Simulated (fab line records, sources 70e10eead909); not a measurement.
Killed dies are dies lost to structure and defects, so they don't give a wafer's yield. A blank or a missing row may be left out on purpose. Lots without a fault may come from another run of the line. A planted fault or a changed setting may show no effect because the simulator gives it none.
Chamber matching | flow nand_harc | NHARC_P_CONTACT_CMP_24 on cmp-01: 4 sister chambers
The step polishes, t overpolish 30 s, target thk 200 nm. 4 wafers are shown with their chamber, then 9 later ones without.

WAFERS WITH THEIR CHAMBER
wafer  | chamber | motor_current_A (A)
L084.5 | 0       | 13.0
L086.4 | 3       | 10.6
L090.2 | 1       | 13.0
L090.6 | 2       | 12.7

WAFERS WITHOUT THEIR CHAMBER
wafer  | motor_current_A (A)
L092.4 | 12.9
L092.5 | 12.1
L092.6 | 12.2
L093.4 | 12.9
L093.5 | 10.5
L093.6 | 12.7
L095.1 | 12.8
L095.2 | 12.5
L095.6 | 12.4

WHICH CHAMBER EACH WENT THROUGH
wafer  | from the rows above          | in truth
L092.4 | can't be placed: 0 or 1 or 2 | 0
L092.5 | can't be placed: 2 or 0 or 1 | 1
L092.6 | can't be placed: 2 or 0 or 1 | 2
L093.4 | can't be placed: 0 or 1 or 2 | 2
L093.5 | 3                            | 3
L093.6 | can't be placed: 2 or 0 or 1 | 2
L095.1 | can't be placed: 2 or 0 or 1 | 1
L095.2 | can't be placed: 2 or 0 or 1 | 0
L095.6 | can't be placed: 2 or 0 or 1 | 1
Placed correctly: 1 of 9. Can't be placed from these rows: 8 (the true chamber is among the candidates in 8). Placed wrongly: 0.
How it was worked out, from the rows above alone: a wafer's distance from a chamber is the root of the sum, over the readings, of the square of ((its reading less the chamber's mean) divided by the reading's scatter). The wafer belongs to the nearest chamber; if the next one is less than 2 further off, it can't be placed. A chamber's mean is the mean of its shown wafers. The scatter: with one shown wafer a chamber, the root of the mean of the squares of how far each hidden wafer lies from its nearest shown one.
